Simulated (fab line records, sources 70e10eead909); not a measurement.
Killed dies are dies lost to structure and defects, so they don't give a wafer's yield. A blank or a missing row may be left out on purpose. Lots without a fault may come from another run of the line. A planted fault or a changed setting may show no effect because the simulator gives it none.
fab line records | flow nand_harc
record lots=5 wafers=15 last_day=22
route steps=1159 shown P_M0@262 P_M1@285 END@1159
lots that met no fault: from a run of the same line without faults
start_h: hours from the record's first day to the start of the lot's first wafer shown | wait_h: hours since the lot's step before | " the same as in the row above | L1.1+2: a row that stands for several wafers | - no value, or no start given | * or withheld: withheld | < > ~ a bound
route shown NAME@n: a module of which the file shows steps, and the number in the route of the first | usual: mean/standard deviation of fault-free wafers | same: alike in all rows | chamber/n: place in a boat | sites: the reading at each site | _std_site: their standard deviation | _edge_site: outer sites' mean less inner sites' | radius_mm: how far each site lies from the wafer's centre | mask NAME#n: copy n | behind: the tool/chamber that last shaped the wafer | hold: why the lot was held/for how many hours/how that ended | device: the transistor (n, p or np) that didn't switch | end of line: the same wafers' tests at the end of the route | a step without rows: its recipe alone | killed: dies lost to structure and defects at the first sort, not the wafer's yield | map: a wafer's dies, x killed, . not, _ none there
set.NAME: the setting as run; set.NAME@STEP: as run at that earlier step | model.NAME: the simulator's own value behind a step, which no gauge read
lots at some steps of the route; a table a step, a row a wafer
services: from which hour (start_h, from the record's first day; less than 0 if before it) a tool's chamber was out of use, for how many hours, and why
## steps
# step NHARC_P_M0_DEVELOP_08
# recipe develop_time_s=35 dev_temp_c=23
# step NHARC_P_M0_CD_MEAS_09
# recipe target_cd_nm=90 landing_energy_ev=500
# usual cd_nm=90.2/0.81
# same landing_energy_ev=500
# columns lot.wafer tool chamber start_h wait_h cd_nm
L909.2 cd_sem-02 0 114.28 - 88.6
L909.3 " 0 " " 91.1
L909.6 " 0 " " 89.3
L913.1 cd_sem-02 0 141.98 - 91.2
L913.2 " 0 " " 89.5
L913.4 " 0 " " 91.3
L915.1 cd_sem-02 0 153.36 - 90.9
L915.5 " 0 " " 90.7
L915.6 " 0 " " 90.8
L924.1 cd_sem-02 0 212.75 - 89.5
L924.4 " 0 " " 90.5
L924.6 " 0 " " 91.1
L925.2 cd_sem-01 0 215.00 - 89.3
L925.5 " 0 " " 89.2
L925.6 " 0 " " 90.0
# step NHARC_P_M0_OVL_MEAS_10
# recipe pitch_nm=180
# usual overlay_x_nm=-0.1/0.72 overlay_y_nm=-0.3/0.87
# columns lot.wafer tool chamber start_h wait_h overlay_x_nm overlay_y_nm
L909.2 overlay-01 - 114.37 - 0.2 0.1
L909.3 " - " " -0.2 -0.1
L909.6 " - " " -0.5 0.8
L913.1 overlay-01 - 142.07 - -0.7 -0.6
L913.2 " - " " 0.1 -1.4
L913.4 " - " " 0.3 -0.7
L915.1 overlay-02 - 153.45 - 0.9 -1.2
L915.5 " - " " 0.5 -1.4
L915.6 " - " " 0.8 -1.7
L924.1 overlay-01 - 212.85 - -0.3 -0.5
L924.4 " - " " -0.7 -0.5
L924.6 " - " " -0.4 0.0
L925.2 overlay-01 - 215.09 - -0.9 -1.0
L925.5 " - " " -0.9 -1.0
L925.6 " - " " -1.8 -1.0
# step NHARC_P_M0_INSPECT_11
# usual raw_defect_count=3.5/2
# columns lot.wafer tool chamber start_h wait_h raw_defect_count
L909.2 defect_inspect-01 - 114.40 0.0 3
L909.3 " - " " 2
L909.6 " - " " 1
L913.1 defect_inspect-02 - 142.11 0.0 2
L913.2 " - " " 5
L913.4 " - " " 1
L915.1 defect_inspect-01 - 153.49 0.0 5
L915.5 " - " " 4
L915.6 " - " " 3
L924.1 defect_inspect-01 - 212.88 0.0 6
L924.4 " - " " 2
L924.6 " - " " 1
L925.2 defect_inspect-01 - 215.12 0.0 2
L925.5 " - " " 4
L925.6 " - " " 5
# step NHARC_P_M0_DESCUM_14
# recipe time_s=3 o2_flow_sccm=200 ar_flow_sccm=0 bias_power_w=0 chemistry=O2
# usual drypump_motor_current_A=5.5/0.4 mfc_ar_sccm=0.012/0.011 oes_product_au=1.001/0.015 rf_vpp_V=57.8/0.94 showerhead_plenum_p_Torr=1.92/0.069 throttle_valve_pct=11.312/0.0093
# columns lot.wafer tool chamber start_h wait_h drypump_motor_current_A mfc_ar_sccm oes_product_au rf_hours_counter_h rf_vpp_V showerhead_plenum_p_Torr throttle_valve_pct
L909.2 rie_diel-12 0 114.46 0.1 5.1 0.026 1.026 5.1 58.9 2.04 11.319
L909.3 " 3 " " 5.6 0 0.976 4.1 56.2 1.86 11.285
L909.6 " 0 " " 5.1 0.026 1.030 - 56.7 2.04 11.321
L913.2 rie_diel-10 2 142.17 0.1 4.9 0.003 0.987 8.7 59.1 2.07 11.312
L913.4 " 3 " " 5.3 0.021 1.015 7.7 56.4 1.86 11.309
L913.1 " 0 " " 5.6 0 0.996 6.7 58.1 1.91 11.295
L915.1 rie_diel-10 0 153.58 0.1 5.5 0 1.010 7.6 57.9 1.91 11.312
L915.6 " 1 " " 5.4 0.014 0.995 - 56.2 1.88 11.320
L915.5 " 2 " " 4.9 0.003 0.999 - 58.7 2.07 11.305
L924.1 rie_diel-04 0 212.95 0.1 5.6 0.036 0.986 6.4 59.3 1.90 11.296
L924.6 " 0 " " 5.6 0.036 1.000 - 58.0 1.90 11.302
L924.4 " 1 " " 6.1 0 0.979 - 58.1 1.90 11.323
L925.2 rie_diel-12 0 215.19 0.1 5.1 0.026 1.030 0.7 57.9 2.04 11.308
L925.5 " 3 " " 5.6 0 1.005 - 58.2 1.86 11.315
L925.6 " 0 " " 5.1 0.026 1.033 - 57.8 2.04 11.304
# step NHARC_P_M0_ETCH_34
# recipe target_depth_a=400 overetch_a=120 time_s=43.94 ion_energy_ev=200 n2_flow_sccm=150 h2_flow_sccm=150 ar_flow_sccm=0 rf_w=400 bias_w=150 chemistry=N2/H2
# step NHARC_P_M0_ETCH_15
# recipe target_depth_a=1500 overetch_a=150 time_s=82.5 c4f8_flow_sccm=withheld ar_flow_sccm=400 rf_w=600 bias_w=300 chemistry=C4F8/Ar
# step NHARC_P_M0_CD_MEAS_16
# usual cd_nm=90.0/1.2
# columns lot.wafer tool chamber start_h wait_h cd_nm
L909.2 cd_sem-01 - 114.76 - 87.6
L909.3 " - " " 90.8
L909.6 " - " " 88.8
L913.1 cd_sem-03 - 142.79 - 89.6
L913.2 " - " " 89.9
L913.4 " - " " 91.6
L915.1 cd_sem-03 - 153.85 - 89.9
L915.5 " - " " 89.6
L915.6 " - " " 89.9
L924.1 cd_sem-02 - 213.29 - 90.5
L924.4 " - " " 91.5
L924.6 " - " " 91.9
L925.2 cd_sem-03 - 215.49 - 89.0
L925.5 " - " " 88.1
L925.6 " - " " 90.0
# step NHARC_P_M0_STRIP_18
# recipe power_w=1000 n2_flow_sccm=150 h2_flow_sccm=150 ar_flow_sccm=0 bias_w=0 chemistry=N2/H2
# step NHARC_P_M0_STRIP_19
# recipe time_s=600 temp_c=30 chemistry=post_etch_residue_remover
# step NHARC_P_M0_DEGAS_28
# recipe temp_c=250 time_s=60
# step NHARC_P_M0_PRE_CLEAN_29
# recipe time_s=30 temp_c=280 gas=H2/He
# usual heater_power_w=420/28
# columns lot.wafer tool chamber start_h wait_h heater_power_w
L909.3 pvd_sputter-01 - - - 467
L909.2 " - " " 407
L909.6 " - " " 417
L913.1 pvd_sputter-03 - - - 432
L913.2 " - " " 441
L913.4 " - " " 391
L915.1 pvd_sputter-01 - - - 433
L915.5 " - " " 402
L915.6 " - " " 467
L924.4 pvd_sputter-02 - - - 421
L924.1 " - " " 410
L924.6 " - " " 364
L925.2 pvd_sputter-01 - - - 436
L925.5 " - " " 432
L925.6 " - " " 440
# step NHARC_P_M0_PVD_20
# recipe target_thk_a=50 bias_v=168.6 power_w=15000 chamber_pressure_pa=0.12 time_s=8.06 substrate_temp_c=50 material=TaN
# usual substrate_temp_c=50.00/0.11 throttle_valve_pct=29.6/0.83
# columns lot.wafer tool chamber start_h wait_h substrate_temp_c throttle_valve_pct
L909.3 pvd_sputter-01 - 115.51 - 50.04 28.7
L909.2 " - " " 50.02 29.8
L909.6 " - " " 50.02 28.7
L913.2 pvd_sputter-03 - 143.52 - 49.79 29.6
L913.1 " - " " 50.02 29.8
L913.4 " - " " 49.90 29.7
L915.1 pvd_sputter-01 - 154.61 - 50.06 30.3
L915.5 " - " " 50.03 30.1
L915.6 " - " " 49.95 29.9
L924.1 pvd_sputter-01 - 214.10 - 50.10 30.5
L924.4 " - " " 50.02 30.1
L924.6 " - " " 50.28 30.3
L925.2 pvd_sputter-01 - 216.45 - 49.96 28.1
L925.6 " - " " 49.94 29.4
L925.5 " - " " 50.06 29.8
# step NHARC_P_M0_PVD_21
# recipe target_thk_a=300 chamber_pressure_pa=5 power_w=5000 substrate_temp_c=30 time_s=20.49 material=Cu
# step NHARC_P_M0_ECD_22
# recipe target_thk_a=4000 bath_temp_c=25 material=Cu
# step NHARC_P_M0_ANNEAL_30
# recipe temp_c=225 time_s=90
# step NHARC_P_M0_CMP_23
# recipe t_overpolish_s=20 target_thk_nm=117.53
# usual motor_current_A=11.4/1.5 retaining_ring_pressure_frac=1.000/0.0053 time_to_endpoint_s=27/3.1
# columns lot.wafer tool chamber start_h wait_h motor_current_A retaining_ring_pressure_frac time_to_endpoint_s
L909.2 cmp-03 1 116.63 - 11.8 1.007 23
L909.3 " 2 " " 11.7 1.001 25
L909.6 " 1 " " 12.2 0.991 23
L913.1 cmp-01 3 144.49 - 8.9 1.005 30
L913.2 " 1 " " 14.0 0.996 26
L913.4 " 2 " " 12.2 1.000 31
L915.1 cmp-04 0 155.61 - 11.8 0.994 24
L915.6 " 2 " " 11.0 1.002 29
L915.5 " 3 " " 9.9 1.009 26
L924.1 cmp-04 3 215.10 - 10.0 0.998 26
L924.4 " 0 " " 13.0 1.009 26
L924.6 " 2 " " 10.7 0.986 28
L925.2 cmp-04 2 217.79 - 11.7 1.002 27
L925.6 " 0 " " 11.9 1.000 22
L925.5 " 1 " " 10.6 0.996 26
# step NHARC_P_M0_THK_MEAS_24
# recipe thk_meas_gauge=xrf
# usual thk_nm=117.2/1.7
# columns lot.wafer tool chamber start_h wait_h thk_nm
L909.2 film_metro-02 - 116.94 - 116.2
L909.3 " - " " 114.3
L909.6 " - " " 115.8
L913.1 film_metro-02 - 144.81 - 116.2
L913.2 " - " " 117.1
L913.4 " - " " 118.9
L915.1 film_metro-01 - 155.87 - 118.3
L915.5 " - " " 118.1
L915.6 " - " " 116.4
L924.1 film_metro-02 - 215.39 - 115.9
L924.4 " - " " 115.8
L924.6 " - " " 118.4
L925.2 film_metro-01 - 218.05 - 120.1
L925.5 " - " " 119.9
L925.6 " - " " 117.3
# step NHARC_P_M0_SRD_25
# step NHARC_P_M0_PRE_CLEAN_31
# recipe time_s=12 temp_c=370 rf_power_w=300 gas=NH3
# step NHARC_P_M0_DEP_32
# recipe target_thk_a=300 temp_c=370 target_thk_nm=30 pressure_torr=3 flow_sccm=200 rf_w=450 material=SiCN
# step NHARC_P_M1_DEP_00
# recipe target_thk_a=1825 target_thk_nm=182.5 temp_c=withheld pressure_torr=5 flow_sccm=200 rf_w=600 material=SiOC
# step NHARC_P_M1_DEHYDRATE_01
# recipe temp_c=150 time_s=120
# step NHARC_P_M1_HMDS_02
# recipe time_s=30
# step NHARC_P_M1_COAT_34
# recipe temp_c=200 time_s=65
# step NHARC_P_M1_COAT_03
# recipe spin_rpm=1500 resist_thk_nm=90
# step NHARC_P_M1_SOFTBAKE_04
# recipe temp_c=105 time_s=55
# step NHARC_P_M1_EBR_05
# step NHARC_P_M1_EXPOSE_06
# recipe na=1.35 target_cd_nm=130 dose_mj=81.88 mask_id=P_M1
# step NHARC_P_M1_PEB_07
# recipe peb_temp_c=100 peb_time_s=65
# step NHARC_P_M1_DEVELOP_08
# recipe develop_time_s=35 dev_temp_c=23
# step NHARC_P_M1_CD_MEAS_09
# recipe target_cd_nm=130 landing_energy_ev=500
# usual cd_nm=130.0/0.66
# same landing_energy_ev=500
# columns lot.wafer tool chamber start_h wait_h cd_nm
L909.2 cd_sem-02 0 119.68 - 129.2
L909.3 " 0 " " 130.3
L909.6 " 0 " " 130.6
L913.1 cd_sem-03 0 146.23 - 128.9
L913.2 " 0 " " 129.3
L913.4 " 0 " " 129.8
L915.1 cd_sem-01 0 157.27 - 129.1
L915.5 " 0 " " 130.1
L915.6 " 0 " " 128.8
L924.1 cd_sem-02 0 216.83 - 129.5
L924.4 " 0 " " 130.0
L924.6 " 0 " " 129.3
L925.2 cd_sem-02 0 219.45 - 131.2
L925.5 " 0 " " 129.9
L925.6 " 0 " " 130.4
# step NHARC_P_M1_OVL_MEAS_10
# recipe pitch_nm=260
# usual overlay_x_nm=0.0/0.82 overlay_y_nm=-0.4/0.87
# columns lot.wafer tool chamber start_h wait_h overlay_x_nm overlay_y_nm
L909.2 overlay-01 - 119.77 - -0.8 -0.6
L909.3 " - " " -0.8 -0.4
L909.6 " - " " -0.3 -1.4
L913.1 overlay-01 - 146.32 - -0.8 -1.4
L913.2 " - " " -0.9 -0.9
L913.4 " - " " -0.2 -2.0
L915.1 overlay-02 - 157.36 - 0.2 -0.8
L915.5 " - " " 0.0 -0.9
L915.6 " - " " 0.8 -1.5
L924.1 overlay-01 - 216.94 - -0.1 0.1
L924.4 " - " " 0.3 0.4
L924.6 " - " " -0.1 -0.2
L925.2 overlay-01 - 219.54 - -0.4 -0.6
L925.5 " - " " -0.6 -0.8
L925.6 " - " " -0.9 -0.9
# step NHARC_P_M1_DESCUM_14
# recipe time_s=3 o2_flow_sccm=200 ar_flow_sccm=0 bias_power_w=0 chemistry=O2
# usual drypump_motor_current_A=5.7/0.49 mfc_ar_sccm=0.004/0.007 oes_product_au=1.001/0.012 rf_vpp_V=57.9/0.88 showerhead_plenum_p_Torr=1.96/0.073 throttle_valve_pct=11.313/0.0094
# columns lot.wafer tool chamber start_h wait_h drypump_motor_current_A mfc_ar_sccm oes_product_au rf_hours_counter_h rf_vpp_V showerhead_plenum_p_Torr throttle_valve_pct
L909.3 rie_diel-05 1 119.87 0.1 5.3 0 1.014 10 57.5 1.91 11.325
L909.2 " 3 " " 6.2 0 1.013 9 58.0 2.03 11.315
L909.6 " 2 " " 5.5 0.006 0.996 - 58.3 2.00 11.311
L913.1 rie_diel-02 0 146.42 0.1 4.8 0 0.991 4 57.8 1.81 11.300
L913.2 " 2 " " 6.4 0.003 1.012 4 58.5 1.94 11.314
L913.4 " 0 " " 4.8 0 0.986 - 55.9 1.80 11.302
L915.1 rie_diel-05 3 157.46 0.1 6.2 0 1.017 12 59.3 2.03 11.315
L915.6 " 3 " " 6.2 0 1.002 - 58.1 2.03 11.319
L915.5 " 0 " " 5.6 0.014 0.998 - 57.4 2.07 11.319
L924.1 rie_diel-09 1 217.06 0.1 5.6 0.009 0.980 9 58.1 1.91 11.301
L924.4 " 3 " " 5.5 0 0.996 8 58.5 2.02 11.313
L924.6 " 0 " " 5.6 0 0.998 - 57.8 2.00 11.303
L925.2 rie_diel-02 2 219.63 0.1 6.5 0.003 1.015 1 56.8 1.94 11.314
L925.6 " 2 " " 6.4 0.003 1.012 - 58.4 1.94 11.316
L925.5 " 3 " " 6.3 0 1.007 - 58.2 2.02 11.324
# step NHARC_P_M1_ETCH_35
# recipe target_depth_a=400 overetch_a=120 time_s=43.94 ion_energy_ev=200 n2_flow_sccm=150 h2_flow_sccm=150 ar_flow_sccm=0 rf_w=400 bias_w=150 chemistry=N2/H2
# step NHARC_P_M1_ETCH_15
# recipe target_depth_a=1825 time_s=91.2 c4f8_flow_sccm=withheld ar_flow_sccm=400 rf_w=600 bias_w=300 chemistry=C4F8/Ar
# usual oes_product_au=0.954/0.025 rf_vpp_V=442.0/2.3
# columns lot.wafer tool chamber start_h wait_h oes_product_au rf_hours_counter_h rf_vpp_V
L909.2 rie_diel-05 3 - - 0.931 9 443.6
L909.3 " 2 " " 0.929 8 443.6
L909.6 " 0 " " 0.932 - 445.3
L913.1 rie_diel-02 2 - - 0.980 4 440.4
L913.2 " 0 " " 0.962 4 438.8
L913.4 " 2 " " 0.980 - 441.8
L915.1 rie_diel-05 3 - - 0.945 12 444.0
L915.6 " 0 " " 0.920 - 445.2
L915.5 " 1 " " 0.934 - 441.5
L924.1 rie_diel-09 1 - - 0.912 9 440.1
L924.4 " 3 " " 0.902 8 444.3
L924.6 " 0 " " 0.918 - 444.6
L925.2 rie_diel-02 0 - - 0.979 1 436.5
L925.6 " 0 " " 0.978 - 437.4
L925.5 " 1 " " 0.980 - 441.2
# step NHARC_P_M1_CD_MEAS_16
# usual cd_nm=129.8/0.93
# columns lot.wafer tool chamber start_h wait_h cd_nm
L909.2 cd_sem-02 - 120.19 - 129.4
L909.3 " - " " 130.5
L909.6 " - " " 131.2
L913.1 cd_sem-03 - 146.77 - 127.6
L913.2 " - " " 129.2
L913.4 " - " " 129.7
L915.1 cd_sem-02 - 157.77 - 128.7
L915.5 " - " " 130.1
L915.6 " - " " 127.8
L924.1 cd_sem-03 - 217.36 - 128.2
L924.4 " - " " 130.0
L924.6 " - " " 128.5
L925.2 cd_sem-03 - 219.94 - 130.0
L925.5 " - " " 129.6
L925.6 " - " " 129.2
# step NHARC_P_M1_STRIP_18
# recipe power_w=1000 n2_flow_sccm=150 h2_flow_sccm=150 ar_flow_sccm=0 bias_w=0 chemistry=N2/H2
# step NHARC_P_M1_ETCH_28
# recipe target_depth_a=300 over_etch_frac=0.3 time_s=72.99 ion_energy_ev=150 cf4_flow_sccm=50 n2_flow_sccm=100 ar_flow_sccm=150 rf_w=300 bias_w=100 chemistry=CF4/N2
# step NHARC_END_SORT_01
# recipe temp_c=25
# usual defect_limited_yield=95.4/1.5 killed_at_array=27/9.9 killed_at_other=0.5/0.76 killed_at_periphery=3.4/2.2 killed_dies=31/10 killed_open=3.3/2 killed_short=2.0/1.5 sort_bin_2_pct=1.5/0.64 sort_bin_3_pct=0.21/0.2 sort_bin_4_pct=2.9/0.97 sort_n_pass=646/10 sort_rim_yield_pct=96.9/2 sort_yield_pct=95.4/1.5
# same gross_dies=677 sort_bin_5_pct[%]=0 sort_bin_6_pct[%]=0 sort_bin_7_pct[%]=0 sort_bin_8_pct[%]=0 sort_rim_n_gross=106.00
# columns lot.wafer tool chamber start_h wait_h defect_limited_yield[%] killed_at_array killed_at_other killed_at_periphery killed_dies killed_open killed_short sort_bin_2_pct[%] sort_bin_3_pct[%] sort_bin_4_pct[%] sort_n_pass sort_rim_yield_pct[%] sort_yield_pct[%]
L909.2 prober-01 0 460.19 2.8 95.9 25 0 3 28 5 2 1.2 0.74 2.2 649 95.3 95.9
L909.3 prober-01 0 461.00 3.1 96.8 19 1 2 22 3 3 1.5 0.15 1.6 655 97.2 96.8
L909.6 prober-01 0 463.41 4.0 96.9 20 1 0 21 3 2 1.2 0 1.9 656 99.1 96.9
L924.1 prober-02 0 531.29 2.5 93.8 38 1 3 42 4 3 1.6 0.59 4.0 635 95.3 93.8
L924.4 prober-02 0 533.68 3.4 94.1 38 1 1 40 1 4 2.1 0.74 3.1 637 96.2 94.1
L924.6 prober-02 0 535.27 4.0 94.7 31 3 2 36 4 2 1.6 0.15 3.5 641 96.2 94.7
L925.5 prober-01 0 534.51 3.7 86.3 30 0 63 93 5 1 4.9 2.22 6.6 584 85.8 86.3
# killed by level:class
L909.2 A_CHANNEL_HOLE_D1:chamber_film_flake=13 A_SLIT:chamber_film_flake=3 A_CONTACT:chamber_film_flake=3 P_M0:geometric_particle:open=2 P_CONTACT:geometric_particle:open=1 A_CHANNEL_HOLE_D1:geometric_particle:short=1 A_CHANNEL_HOLE_D1:geometric_particle:open=1 A_SGD_CUT:geometric_particle:short=1
L909.3 A_CHANNEL_HOLE_D1:chamber_film_flake=12 P_CONTACT:geometric_particle:short=1 P_CONTACT:geometric_particle:open=1 A_CHANNEL_HOLE_D1:geometric_particle:open=1 A_SGD_CUT:geometric_particle:short=1 A_WL_FILL:geometric_particle:open=1 A_CONTACT:geometric_particle:short=1 A_STAIRCASE:chamber_film_flake=1
L909.6 A_CHANNEL_HOLE_D1:chamber_film_flake=11 A_WL_FILL:geometric_particle:short=2 A_STAIRCASE:chamber_film_flake=2 A_SLIT:unspecified=2 A_ONON_D1:geometric_particle:open=1 A_CHANNEL_FILL_D1:geometric_particle:open=1 STARTING-WAFER:geometric_particle:open=1 A_CHANNEL_FILL_D1:chamber_film_flake=1
L924.1 A_SLIT:chamber_film_flake=18 A_CHANNEL_HOLE_D1:chamber_film_flake=6 A_STAIRCASE:chamber_film_flake=4 A_CONTACT:geometric_particle:open=2 P_CONTACT:chamber_film_flake=2 A_ZERO_WELL:chamber_film_flake=2 A_CONTACT:chamber_film_flake=2 P_M0:geometric_particle:open=1
L924.4 A_SLIT:chamber_film_flake=15 A_CHANNEL_HOLE_D1:chamber_film_flake=8 A_CONTACT:chamber_film_flake=5 A_ONON_D1:geometric_particle:short=2 A_STAIRCASE:chamber_film_flake=2 A_SOURCE_PLATE:geometric_particle:short=1 A_CONTACT:geometric_particle:short=1 A_M0:geometric_particle:open=1
L925.5 P_M0:unspecified=58 A_CHANNEL_HOLE_D1:chamber_film_flake=18 A_CONTACT:chamber_film_flake=5 P_ZERO_WELL:chamber_film_flake=2 P_CONTACT:geometric_particle:open=1 A_CHANNEL_FILL_D1:geometric_particle:short=1 A_CHANNEL_FILL_D1:geometric_particle:open=1 A_WL_FILL:geometric_particle:open=1
L924.6 A_SLIT:chamber_film_flake=14 A_CHANNEL_HOLE_D1:chamber_film_flake=6 A_CONTACT:chamber_film_flake=4 THIN_TSV:chamber_film_flake=3 A_STAIRCASE:chamber_film_flake=2 P_M0:geometric_particle:short=1 P_M0:geometric_particle:open=1 A_ONON_D1:geometric_particle:open=1
# map L925.5 (x killed, . not)
____________.____________
_________......._________
_______..........._______
______.............______
_____.xx..........x._____
____..xxx.x..........____
____...xxxx..........____
___....xx.x...........___
___...xx...........xx.___
__....xx.x.............__
__..........x........x.__
_......................._
_x......................_
_..............x.x......_
_...x..................._
_......................._
xx..x......x......x......
.xxx.x...................
xxxxx....................
xxxxxx.x.................
xxxxxxx..................
_xxxxxx................._
_xxxxxx................._
_xxxxx.................._
_xxxxxx................._
_xxxxx.................._
__.xx..xx..............__
__.xx..................__
___...................___
___...................___
____.....x..x........____
____.................____
_____..............._____
______.............______
_______.x........x_______
_________......._________
____________.____________
# map L909.2 (x killed, . not)
____________.____________
_________......._________
_______.x........._______
______....x.....x..______
_____..x..x........._____
____..x.xxx........x.____
____.xxxxx...........____
___.......x...........___
___.......x...........___
__.....x...............__
__.....................__
_......................._
_......................._
_x............x........._
_.....x................._
_......................._
.........................
..x..........x...........
.........................
.........................
.............x...........
_xx....................._
_......................._
_......................._
_......................._
_......................._
__.....................__
__....x................__
___...................___
___...................___
____.................____
____...............x.____
_____..............._____
______.............______
_______..........._______
_________......._________
____________.____________
## services
# columns tool chamber start_h hours kind
pvd_sputter-03 - 102.00 10.0 pm
cmp-01 - 102.77 20.4 repair
rie_diel-04 - 102.83 0.3 repair
cmp-03 - 105.03 3.6 repair
cmp-04 - 105.07 4.0 pm
rie_diel-04 - 111.90 9.0 pm
cmp-04 - 117.29 0.8 repair
pvd_sputter-03 - 117.59 1.5 repair
rie_diel-10 - 127.63 2.0 repair
rie_diel-04 - 140.09 2.1 repair
rie_diel-02 3 144.63 8.4 repair
cmp-04 - 148.06 2.4 repair
rie_diel-02 - 150.70 9.0 pm
pvd_sputter-03 - 155.92 2.0 repair
cmp-03 - 156.00 4.0 pm
pvd_sputter-01 - 158.17 10.0 pm
rie_diel-09 - 163.03 0.7 repair
rie_diel-05 - 163.60 9.0 pm
cmp-04 - 171.01 5.5 repair
rie_diel-10 - 176.57 9.0 pm
rie_diel-09 2 179.54 1.7 repair
rie_diel-12 - 202.40 9.0 pm
cmp-04 - 203.07 4.0 pm
pvd_sputter-03 - 215.16 12.0 repair
## key
first_sign step=NHARC_END_SORT_01 reading=killed_at_periphery direction=up sigmas=27 usual=3.4 struck=63
effect step=NHARC_END_SORT_01 reading=defect_limited_yield direction=down sigmas=6.2 usual=95.4 struck=86.3
more_kills_born_at NHARC_P_M0_PVD_20@pvd_sputter-01=58
met_at NHARC_P_M0_PVD_20
struck_wafers L925.5
onset_between 214.10 216.45
fault kind=chamber_particle_source tool=pvd_sputter-01 chamber=- onset_h=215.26 steps=NHARC_P_M0_PVD_20 rate_per_visit_cm2=0.41915 end_h=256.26 scope=struck_wafers_only
